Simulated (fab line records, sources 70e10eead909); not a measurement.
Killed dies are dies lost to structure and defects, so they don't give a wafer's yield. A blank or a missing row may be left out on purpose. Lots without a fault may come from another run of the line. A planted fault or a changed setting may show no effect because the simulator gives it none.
Which tool did it? | flow nand_harc | 19 lots, 57 wafers sampled, at 6 steps of a route of 1302

WHAT THE GAUGES READ, wafer by wafer
The record holds no reading of a measuring or inspecting step that can be judged against a usual standard deviation.

WHICH TOOL RAN EACH LOT (tool, then ch and the chambers of the sampled wafers, then the start)
lot  | NHARC_A_STAIRCASE_DEP_156       | NHARC_A_STAIRCASE_TRIM_14                     | NHARC_A_STAIRCASE_TRIM_16                     | NHARC_A_STAIRCASE_DESCUM_186       | NHARC_A_STAIRCASE_TRIM_229         | NHARC_A_STAIRCASE_DESCUM_252
L074 | pecvd-04 ch 0,1, day 15 15:04   | rie_diel-07 ch 0,1,2, day 15 21:37 or earlier | rie_diel-07 ch 0,1,2, day 15 21:37 or earlier | rie_diel-07 ch 0,1,3, day 15 21:37 | rie_diel-07 ch 0,1,2, day 16 02:35 | rie_diel-07 ch 0,1,2, day 16 05:00
L075 | pecvd-04 ch 0,1,2, day 16 09:58 | rie_diel-01 ch 0,1, day 16 16:28 or earlier   | rie_diel-01 ch 0,2,3, day 16 16:28 or earlier | rie_diel-01 ch 1,2, day 16 16:28   | rie_diel-07 ch 0,1,3, day 16 21:18 | rie_diel-07 ch 0,1, day 16 23:50
L077 | pecvd-04 ch 1,2, day 16 10:10   | rie_diel-04 ch 1,3, day 16 16:46 or earlier   | rie_diel-04 ch 0,1, day 16 16:46 or earlier   | rie_diel-04 ch 1,2,3, day 16 16:46 | rie_diel-04 ch 0,3, day 16 21:43   | rie_diel-07 ch 0,2,3, day 17 00:25
L076 | pecvd-04 ch 0,1,2, day 16 15:28 | rie_diel-04 ch 0,2,3, day 16 22:21 or earlier | rie_diel-04 ch 0,2,3, day 16 22:21 or earlier | rie_diel-07 ch 0,1,2, day 16 22:21 | rie_diel-04 ch 0,1,2, day 17 03:05 | rie_diel-04 ch 0,1,2, day 17 05:40
L078 | pecvd-03 ch 0,1,2, day 17 07:34 | rie_diel-04 ch 0,2, day 17 17:46 or earlier   | rie_diel-04 ch 1,2, day 17 17:46 or earlier   | rie_diel-07 ch 1,2, day 17 17:46   | rie_diel-04 ch 1,2, day 18 00:40   | rie_diel-01 ch 0,2, day 18 03:14
L081 | pecvd-03 ch 0,2, day 18 03:14   | rie_diel-01 ch 0,2, day 18 10:28 or earlier   | rie_diel-01 ch 0,2, day 18 10:28 or earlier   | rie_diel-01 ch 0,2, day 18 10:28   | rie_diel-04 ch 0,3, day 18 15:15   | rie_diel-04 ch 1,2, day 18 17:51
L085 | pecvd-03 ch 1,2, day 20 05:20   | rie_diel-04 ch 1,2,3, day 20 12:30 or earlier | rie_diel-04 ch 0,1,2, day 20 12:30 or earlier | rie_diel-07 ch 0,1,2, day 20 12:30 | rie_diel-04 ch 1,2,3, day 20 17:34 | rie_diel-04 ch 0,2,3, day 20 20:11
L088 | pecvd-03 ch 0,1,2, day 21 05:31 | rie_diel-01 ch 2,3, day 21 12:25 or earlier   | rie_diel-01 ch 2,3, day 21 12:25 or earlier   | rie_diel-01 ch 1,2,3, day 21 12:25 | rie_diel-07 ch 0,2,3, day 21 17:41 | rie_diel-04 ch 0,1,2, day 21 20:15
L086 | pecvd-01 ch 0,1,2, day 21 05:34 | rie_diel-07 ch 0,1,3, day 21 12:38 or earlier | rie_diel-07 ch 0,1, day 21 12:38 or earlier   | rie_diel-01 ch 1,3, day 21 12:38   | rie_diel-01 ch 1,2, day 21 17:53   | rie_diel-01 ch 0,3, day 21 20:36
L089 | pecvd-03 ch 1,2, day 21 19:51   | rie_diel-01 ch 0,1, day 22 02:20 or earlier   | rie_diel-01 ch 0,2,3, day 22 02:20 or earlier | rie_diel-04 ch 0,3, day 22 02:20   | rie_diel-01 ch 2,3, day 22 07:07   | rie_diel-01 ch 1,2, day 22 09:42
L087 | pecvd-04 ch 0,1,2, day 22 08:31 | rie_diel-01 ch 0,1,3, day 22 15:01 or earlier | rie_diel-01 ch 0,1,3, day 22 15:01 or earlier | rie_diel-04 ch 0,2,3, day 22 15:01 | rie_diel-04 ch 1,2,3, day 22 20:10 | rie_diel-01 ch 1,2,3, day 22 23:47
L090 | pecvd-04 ch 0,1, day 22 14:02   | rie_diel-04 ch 2,3, day 22 21:26 or earlier   | rie_diel-04 ch 1,3, day 22 21:26 or earlier   | rie_diel-04 ch 1,2, day 22 21:26   | rie_diel-07 ch 0,1,2, day 23 02:49 | rie_diel-04 ch 1,3, day 23 05:47
L091 | pecvd-01 ch 0,1, day 22 14:02   | rie_diel-07 ch 0,1,3, day 22 20:50 or earlier | rie_diel-07 ch 0,1,2, day 22 20:50 or earlier | rie_diel-07 ch 0,1, day 22 20:50   | rie_diel-07 ch 0,1,3, day 23 05:19 | rie_diel-07 ch 1,2,3, day 23 10:32
L092 | pecvd-04 ch 0,1,2, day 23 11:58 | rie_diel-07 ch 0,1, day 23 20:07 or earlier   | rie_diel-07 ch 0,1, day 23 20:07 or earlier   | rie_diel-04 ch 0,1,3, day 23 20:07 | rie_diel-04 ch 0,1, day 24 01:01   | rie_diel-01 ch 2,3, day 24 03:34
L094 | pecvd-03 ch 0,1,2, day 24 14:15 | rie_diel-07 ch 0,2,3, day 24 21:02 or earlier | rie_diel-07 ch 0,1,3, day 24 21:02 or earlier | rie_diel-04 ch 0,1,3, day 24 21:02 | rie_diel-07 ch 0,1,2, day 25 02:05 | rie_diel-04 ch 0,1,3, day 25 04:45
L096 | pecvd-01 ch 1,2, day 24 14:18   | rie_diel-01 ch 1,3, day 24 21:20 or earlier   | rie_diel-01 ch 0,1,3, day 24 21:20 or earlier | rie_diel-07 ch 0,1,2, day 24 21:20 | rie_diel-04 ch 0,2,3, day 25 02:27 | rie_diel-04 ch 0,1,2, day 25 05:01
L093 | pecvd-01 ch 0,1,2, day 24 14:25 | rie_diel-07 ch 0,2,3, day 24 21:31 or earlier | rie_diel-07 ch 0,1,3, day 24 21:31 or earlier | rie_diel-01 ch 0,2,3, day 24 21:31 | rie_diel-01 ch 0,1,3, day 25 05:40 | rie_diel-04 ch 1,2,3, day 25 08:40
L095 | pecvd-01 ch 0,1,2, day 24 18:44 | rie_diel-01 ch 2,3, day 25 04:32 or earlier   | rie_diel-01 ch 1,2,3, day 25 04:32 or earlier | rie_diel-07 ch 0,1,2, day 25 04:32 | rie_diel-07 ch 1,2,3, day 25 09:17 | rie_diel-01 ch 1,2,3, day 25 11:46
L097 | pecvd-01 ch 1,2, day 25 03:10   | rie_diel-04 ch 0,1, day 25 09:27 or earlier   | rie_diel-04 ch 1,2,3, day 25 09:27 or earlier | rie_diel-04 ch 1,2,3, day 25 09:27 | rie_diel-04 ch 0,3, day 25 15:37   | rie_diel-01 ch 1,2, day 25 18:48
- NHARC_A_STAIRCASE_DEP_156: deposits SiNx, target thk 50 nm.
- NHARC_A_STAIRCASE_TRIM_14: chemistry O2, time 211.2 s.
- NHARC_A_STAIRCASE_TRIM_16: chemistry O2, time 211.2 s.
- NHARC_A_STAIRCASE_DESCUM_186: chemistry O2, time 3 s.
- NHARC_A_STAIRCASE_TRIM_229: chemistry O2, time 211.2 s.
- NHARC_A_STAIRCASE_DESCUM_252: chemistry O2, time 3 s.

WHAT THE TOOLS THEMSELVES READ (means of the sampled wafers that have a number; where no wafer has one, the mark that the record gives instead)
NHARC_A_STAIRCASE_DEP_156. Usual: heater_power_w 696 W, standard deviation 78; susceptor_temp_C 400.00 C, standard deviation 0.21.
lot  | tool     | heater_power_w (W) | susceptor_temp_C (C) | flag
L074 | pecvd-04 | 663                | 400.18               |
L075 | pecvd-04 | 632                | 399.94               |
L077 | pecvd-04 | 586                | 400.25               |
L076 | pecvd-04 | 645                | 400.19               |
L078 | pecvd-03 | 694                | 400.04               |
L081 | pecvd-03 | 788                | 400.02               |
L085 | pecvd-03 | 716                | 399.83               |
L088 | pecvd-03 | 728                | 400.04               |
L086 | pecvd-01 | 720                | 400.02               |
L089 | pecvd-03 | 674                | 399.93               |
L087 | pecvd-04 | 616                | 399.85               |
L090 | pecvd-04 | 655                | 399.90               |
L091 | pecvd-01 | 687                | 399.89               |
L092 | pecvd-04 | 645                | 400.13               |
L094 | pecvd-03 | 738                | 400.08               |
L096 | pecvd-01 | 766                | 400.02               |
L093 | pecvd-01 | 763                | 400.13               |
L095 | pecvd-01 | 764                | 399.90               |
L097 | pecvd-01 | 704                | 400.07               |

NHARC_A_STAIRCASE_TRIM_14. Usual: drypump_motor_current_A 5.7 A, standard deviation 0.48; o2_flow_sccm 500.0 sccm, standard deviation 1.5; oes_product_au 0.999 a.u., standard deviation 0.0081; rf_vpp_V 57.7 V, standard deviation 0.92; showerhead_plenum_p_Torr 3.50 Torr, standard deviation 0.13; throttle_valve_pct 17.036 %, standard deviation 0.0089.
lot  | tool        | drypump_motor_current_A (A) | o2_flow_sccm (sccm) | oes_product_au (a.u.) | rf_vpp_V (V) | showerhead_plenum_p_Torr (Torr) | throttle_valve_pct (%) | flag
L074 | rie_diel-07 | 6.2                         | 499.6               | 1.001                 | 57.9         | 3.53                            | 17.039                 |
L075 | rie_diel-01 | 5.3                         | 499.2               | 1.003                 | 58.2         | 3.32                            | 17.037                 |
L077 | rie_diel-04 | 5.9                         | 500.1               | 1.002                 | 58.0         | 3.47                            | 17.036                 |
L076 | rie_diel-04 | 5.7                         | 499.3               | 0.992                 | 57.0         | 3.39                            | 17.040                 |
L078 | rie_diel-04 | 5.4                         | 500.0               | 0.994                 | 58.0         | 3.41                            | 17.034                 |
L081 | rie_diel-01 | 5.5                         | 500.0               | 0.988                 | 58.4         | 3.46                            | 17.031                 |
L085 | rie_diel-04 | 5.7                         | 500.1               | 1.003                 | 57.2         | 3.40                            | 17.031                 |
L088 | rie_diel-01 | 5.1                         | 501.2               | 0.998                 | 58.7         | 3.57                            | 17.036                 |
L086 | rie_diel-07 | 5.8                         | 499.5               | 1.000                 | 57.6         | 3.51                            | 17.033                 |
L089 | rie_diel-01 | 5.3                         | 500.1               | 0.998                 | 58.1         | 3.66                            | 17.035                 |
L087 | rie_diel-01 | 5.3                         | 498.9               | 0.988                 | 58.1         | 3.61                            | 17.046                 |
L090 | rie_diel-04 | 5.9                         | 499.4               | 1.002                 | 57.5         | 3.33                            | 17.032                 |
L091 | rie_diel-07 | 5.8                         | 499.3               | 0.996                 | 58.2         | 3.50                            | 17.044                 |
L092 | rie_diel-07 | 6.1                         | 499.9               | 1.008                 | 57.1         | 3.45                            | 17.036                 |
L094 | rie_diel-07 | 6.1                         | 500.6               | 1.008                 | 58.4         | 3.51                            | 17.041                 |
L096 | rie_diel-01 | 5.1                         | 499.6               | 0.992                 | 58.1         | 3.73                            | 17.036                 |
L093 | rie_diel-07 | 6.1                         | 500.1               | 1.009                 | 57.8         | 3.51                            | 17.042                 |
L095 | rie_diel-01 | 5.1                         | 501.3               | 0.995                 | 58.6         | 3.60                            | 17.033                 |
L097 | rie_diel-04 | 5.6                         | 499.9               | 1.004                 | 56.5         | 3.45                            | 17.036                 |

NHARC_A_STAIRCASE_TRIM_16. Usual: drypump_motor_current_A 5.6 A, standard deviation 0.47; o2_flow_sccm 500.1 sccm, standard deviation 1.5; oes_product_au 1.000 a.u., standard deviation 0.0072; rf_vpp_V 57.7 V, standard deviation 0.82; showerhead_plenum_p_Torr 3.50 Torr, standard deviation 0.12; throttle_valve_pct 17.035 %, standard deviation 0.0094.
lot  | tool        | drypump_motor_current_A (A) | o2_flow_sccm (sccm) | oes_product_au (a.u.) | rf_vpp_V (V) | showerhead_plenum_p_Torr (Torr) | throttle_valve_pct (%) | flag
L074 | rie_diel-07 | 6.2                         | 500.0               | 1.010                 | 56.9         | 3.53                            | 17.038                 |
L075 | rie_diel-01 | 5.3                         | 500.6               | 0.998                 | 57.9         | 3.55                            | 17.032                 |
L077 | rie_diel-04 | 5.6                         | 501.4               | 1.001                 | 57.5         | 3.48                            | 17.025                 |
L076 | rie_diel-04 | 5.7                         | 502.0               | 1.003                 | 58.2         | 3.39                            | 17.038                 |
L078 | rie_diel-04 | 5.4                         | 500.2               | 1.000                 | 58.0         | 3.43                            | 17.042                 |
L081 | rie_diel-01 | 5.5                         | 500.0               | 0.995                 | 57.4         | 3.46                            | 17.035                 |
L085 | rie_diel-04 | 5.5                         | 499.4               | 1.001                 | 56.4         | 3.44                            | 17.035                 |
L088 | rie_diel-01 | 5.1                         | 499.0               | 0.999                 | 57.3         | 3.57                            | 17.037                 |
L086 | rie_diel-07 | 6.1                         | 499.7               | 1.008                 | 56.5         | 3.46                            | 17.021                 |
L089 | rie_diel-01 | 5.3                         | 499.3               | 0.999                 | 57.4         | 3.53                            | 17.035                 |
L087 | rie_diel-01 | 5.3                         | 501.5               | 0.988                 | 57.7         | 3.61                            | 17.040                 |
L090 | rie_diel-04 | 6.1                         | 500.6               | 1.000                 | 57.5         | 3.37                            | 17.034                 |
L091 | rie_diel-07 | 6.2                         | 499.1               | 1.002                 | 57.2         | 3.50                            | 17.033                 |
L092 | rie_diel-07 | 5.9                         | 500.2               | 0.994                 | 57.5         | 3.49                            | 17.031                 |
L094 | rie_diel-07 | 5.8                         | 499.4               | 0.993                 | 57.8         | 3.49                            | 17.037                 |
L096 | rie_diel-01 | 5.3                         | 501.1               | 1.000                 | 57.8         | 3.61                            | 17.045                 |
L093 | rie_diel-07 | 5.8                         | 499.3               | 0.995                 | 58.4         | 3.49                            | 17.041                 |
L095 | rie_diel-01 | 5.1                         | 500.1               | 1.002                 | 58.8         | 3.65                            | 17.022                 |
L097 | rie_diel-04 | 5.7                         | 499.6               | 1.002                 | 57.6         | 3.39                            | 17.041                 |

NHARC_A_STAIRCASE_DESCUM_186. Usual: drypump_motor_current_A 5.6 A, standard deviation 0.5; o2_flow_sccm 200.0 sccm, standard deviation 0.58; oes_product_au 1.001 a.u., standard deviation 0.008; rf_vpp_V 57.8 V, standard deviation 0.91; showerhead_plenum_p_Torr 1.90 Torr, standard deviation 0.076; throttle_valve_pct 11.310 %, standard deviation 0.0094.
lot  | tool        | drypump_motor_current_A (A) | o2_flow_sccm (sccm) | oes_product_au (a.u.) | rf_vpp_V (V) | showerhead_plenum_p_Torr (Torr) | throttle_valve_pct (%) | flag
L074 | rie_diel-07 | 5.8                         | 199.3               | 1.006                 | 58.7         | 1.91                            | 11.305                 |
L075 | rie_diel-01 | 5.1                         | 199.8               | 0.991                 | 58.3         | 1.87                            | 11.301                 |
L077 | rie_diel-04 | 5.7                         | 200.0               | 0.999                 | 58.3         | 1.85                            | 11.312                 |
L076 | rie_diel-07 | 6.2                         | 200.4               | 1.008                 | 58.0         | 1.91                            | 11.313                 |
L078 | rie_diel-07 | 6.0                         | 199.0               | 1.004                 | 57.0         | 1.93                            | 11.320                 |
L081 | rie_diel-01 | 5.5                         | 199.6               | 0.990                 | 58.1         | 1.87                            | 11.315                 |
L085 | rie_diel-07 | 6.2                         | 199.7               | 1.002                 | 57.9         | 1.90                            | 11.310                 |
L088 | rie_diel-01 | 5.1                         | 199.8               | 1.005                 | 57.2         | 1.99                            | 11.309                 |
L086 | rie_diel-01 | 5.1                         | 199.9               | 0.993                 | 58.4         | 2.01                            | 11.306                 |
L089 | rie_diel-04 | 6.0                         | 199.7               | 1.001                 | 56.9         | 1.81                            | 11.311                 |
L087 | rie_diel-04 | 5.7                         | 200.2               | 1.007                 | 57.0         | 1.82                            | 11.307                 |
L090 | rie_diel-04 | 5.6                         | 199.9               | 1.001                 | 58.1         | 1.87                            | 11.305                 |
L091 | rie_diel-07 | 5.9                         | 200.0               | 0.990                 | 57.3         | 1.89                            | 11.310                 |
L092 | rie_diel-04 | 5.8                         | 200.1               | 1.002                 | 56.9         | 1.85                            | 11.309                 |
L094 | rie_diel-04 | 5.8                         | 200.6               | 1.009                 | 56.9         | 1.85                            | 11.311                 |
L096 | rie_diel-07 | 6.2                         | 200.3               | 1.014                 | 57.3         | 1.89                            | 11.304                 |
L093 | rie_diel-01 | 5.3                         | 200.5               | 1.005                 | 58.5         | 1.91                            | 11.303                 |
L095 | rie_diel-07 | 6.2                         | 199.7               | 1.002                 | 58.2         | 1.89                            | 11.312                 |
L097 | rie_diel-04 | 5.7                         | 200.1               | 0.996                 | 57.4         | 1.83                            | 11.320                 |

NHARC_A_STAIRCASE_TRIM_229. Usual: drypump_motor_current_A 5.7 A, standard deviation 0.47; o2_flow_sccm 500.2 sccm, standard deviation 1.4; oes_product_au 1.002 a.u., standard deviation 0.0078; rf_vpp_V 57.8 V, standard deviation 0.96; showerhead_plenum_p_Torr 3.49 Torr, standard deviation 0.12; throttle_valve_pct 17.036 %, standard deviation 0.0096.
lot  | tool        | drypump_motor_current_A (A) | o2_flow_sccm (sccm) | oes_product_au (a.u.) | rf_vpp_V (V) | showerhead_plenum_p_Torr (Torr) | throttle_valve_pct (%) | flag
L074 | rie_diel-07 | 6.2                         | 499.9               | 1.004                 | 58.1         | 3.53                            | 17.039                 |
L075 | rie_diel-07 | 5.8                         | 499.3               | 1.003                 | 57.9         | 3.53                            | 17.038                 |
L077 | rie_diel-04 | 5.8                         | 499.6               | 1.000                 | 57.4         | 3.41                            | 17.028                 |
L076 | rie_diel-04 | 5.5                         | 499.9               | 1.001                 | 57.3         | 3.46                            | 17.036                 |
L078 | rie_diel-04 | 5.6                         | 501.4               | 0.999                 | 57.1         | 3.47                            | 17.041                 |
L081 | rie_diel-04 | 5.7                         | 500.1               | 1.004                 | 57.2         | 3.40                            | 17.027                 |
L085 | rie_diel-04 | 5.7                         | 499.5               | 1.001                 | 57.7         | 3.40                            | 17.035                 |
L088 | rie_diel-07 | 6.1                         | 500.1               | 1.005                 | 58.0         | 3.52                            | 17.032                 |
L086 | rie_diel-01 | 5.1                         | 501.8               | 0.990                 | 58.6         | 3.70                            | 17.037                 |
L089 | rie_diel-01 | 5.1                         | 499.5               | 1.001                 | 58.1         | 3.57                            | 17.034                 |
L087 | rie_diel-04 | 5.7                         | 500.7               | 1.005                 | 57.8         | 3.39                            | 17.031                 |
L090 | rie_diel-07 | 6.2                         | 501.4               | 1.007                 | 58.4         | 3.50                            | 17.032                 |
L091 | rie_diel-07 | 5.8                         | 500.6               | 1.002                 | 58.4         | 3.50                            | 17.041                 |
L092 | rie_diel-04 | 5.6                         | 500.2               | 1.000                 | 57.9         | 3.47                            | 17.041                 |
L094 | rie_diel-07 | 6.2                         | 499.1               | 1.001                 | 58.4         | 3.49                            | 17.033                 |
L096 | rie_diel-04 | 5.7                         | 499.7               | 1.004                 | 58.0         | 3.36                            | 17.022                 |
L093 | rie_diel-01 | 5.3                         | 500.0               | 0.997                 | 57.7         | 3.60                            | 17.029                 |
L095 | rie_diel-07 | 5.9                         | 500.0               | 1.008                 | 58.5         | 3.54                            | 17.033                 |
L097 | rie_diel-04 | 6.0                         | 500.7               | 1.005                 | 57.4         | 3.34                            | 17.029                 |

NHARC_A_STAIRCASE_DESCUM_252. Usual: drypump_motor_current_A 5.6 A, standard deviation 0.48; o2_flow_sccm 200.0 sccm, standard deviation 0.62; oes_product_au 1.000 a.u., standard deviation 0.0087; rf_vpp_V 57.7 V, standard deviation 0.78; showerhead_plenum_p_Torr 1.90 Torr, standard deviation 0.076; throttle_valve_pct 11.312 %, standard deviation 0.0092.
lot  | tool        | drypump_motor_current_A (A) | o2_flow_sccm (sccm) | oes_product_au (a.u.) | rf_vpp_V (V) | showerhead_plenum_p_Torr (Torr) | throttle_valve_pct (%) | flag
L074 | rie_diel-07 | 6.2                         | 199.9               | 1.012                 | 57.9         | 1.91                            | 11.317                 |
L075 | rie_diel-07 | 6.1                         | 200.0               | 0.997                 | 57.5         | 1.89                            | 11.310                 |
L077 | rie_diel-07 | 6.1                         | 200.4               | 1.010                 | 57.7         | 1.92                            | 11.311                 |
L076 | rie_diel-04 | 5.5                         | 199.6               | 1.001                 | 57.4         | 1.87                            | 11.312                 |
L078 | rie_diel-01 | 5.5                         | 199.5               | 0.995                 | 57.1         | 1.87                            | 11.310                 |
L081 | rie_diel-04 | 5.6                         | 200.1               | 1.001                 | 57.5         | 1.88                            | 11.313                 |
L085 | rie_diel-04 | 5.7                         | 200.6               | 1.000                 | 57.6         | 1.82                            | 11.317                 |
L088 | rie_diel-04 | 5.5                         | 200.7               | 1.001                 | 58.2         | 1.86                            | 11.312                 |
L086 | rie_diel-01 | 5.5                         | 199.2               | 0.990                 | 58.1         | 1.89                            | 11.315                 |
L089 | rie_diel-01 | 5.1                         | 200.2               | 0.994                 | 58.2         | 2.02                            | 11.305                 |
L087 | rie_diel-01 | 5.1                         | 200.0               | 0.992                 | 58.6         | 1.98                            | 11.309                 |
L090 | rie_diel-04 | 6.0                         | 199.8               | 0.994                 | 57.6         | 1.83                            | 11.306                 |
L091 | rie_diel-07 | 5.9                         | 200.1               | 1.006                 | 58.2         | 1.92                            | 11.310                 |
L092 | rie_diel-01 | 5.1                         | 199.7               | 1.002                 | 57.5         | 1.93                            | 11.316                 |
L094 | rie_diel-04 | 5.8                         | 199.4               | 0.997                 | 57.6         | 1.84                            | 11.310                 |
L096 | rie_diel-04 | 5.5                         | 199.5               | 1.008                 | 57.8         | 1.85                            | 11.309                 |
L093 | rie_diel-04 | 5.7                         | 200.0               | 0.987                 | 57.6         | 1.83                            | 11.309                 |
L095 | rie_diel-01 | 5.1                         | 200.2               | 0.999                 | 58.2         | 1.98                            | 11.303                 |
L097 | rie_diel-01 | 5.1                         | 200.5               | 0.991                 | 57.7         | 1.96                            | 11.314                 |

THE ANSWER, worked out from the rows above alone
Rule: a lot is off if the mean of its wafers that have a number lies more than 3 standard deviations from the usual mean. A lot without any number at a reading at which 4 lots or more have one is off too. The other lots that the step has rows for count as sound. The gauges are gone through in route order, then the tools' own readings, and for those a lot's mean is taken as printed above. The first step at which some lot is off is used, and at that step the reading that is off furthest; a lot without a number counts as furthest.
No lot is off at any reading shown: from this, nothing can be told.

WHAT THE SIMULATOR HAD PUT IN
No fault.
